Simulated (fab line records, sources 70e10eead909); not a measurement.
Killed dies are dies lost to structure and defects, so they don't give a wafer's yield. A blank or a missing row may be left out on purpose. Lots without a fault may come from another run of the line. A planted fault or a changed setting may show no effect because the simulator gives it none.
Chamber matching | flow nand_harc | NHARC_A_CONTACT_CMP_20 on cmp-01: 4 sister chambers
The step polishes, t overpolish 30 s, target thk 300 nm. 7 wafers are shown with their chamber, then 7 later ones without.

WAFERS WITH THEIR CHAMBER
wafer  | chamber | motor_current_A (A) | time_to_endpoint_s (s)
L086.1 | 2       | 11.9                | 56
L086.3 | 0       | 13.8                | 60
L086.6 | 1       | 14.3                | 66
L087.4 | 0       | 14.0                | 63
L087.5 | 3       | 11.4                | 64
L088.3 | 3       | 11.3                | 60
L088.4 | 2       | 11.7                | 57

WAFERS WITHOUT THEIR CHAMBER
wafer  | motor_current_A (A) | time_to_endpoint_s (s)
L088.5 | 12.1                | 58
L090.1 | 14.3                | 66
L090.4 | 11.2                | 64
L090.5 | 14.1                | 65
L095.2 | 13.5                | 63
L095.3 | 13.4                | 58
L095.6 | 11.4                | 59

WHICH CHAMBER EACH WENT THROUGH
wafer  | from the rows above     | in truth
L088.5 | 2                       | 2
L090.1 | 1                       | 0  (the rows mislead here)
L090.4 | 3                       | 3
L090.5 | can't be placed: 1 or 0 | 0
L095.2 | 0                       | 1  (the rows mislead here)
L095.3 | 0                       | 0
L095.6 | can't be placed: 3 or 2 | 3
Placed correctly: 3 of 7. Can't be placed from these rows: 2 (the true chamber is among the candidates in 2). Placed wrongly: 2.
How it was worked out, from the rows above alone: a wafer's distance from a chamber is the root of the sum, over the readings, of the square of ((its reading less the chamber's mean) divided by the reading's scatter). The wafer belongs to the nearest chamber; if the next one is less than 2 further off, it can't be placed. A chamber's mean is the mean of its shown wafers. The scatter: the root of (the sum of the squares of (reading less its chamber's mean) over the shown wafers, divided by (wafers less chambers)).
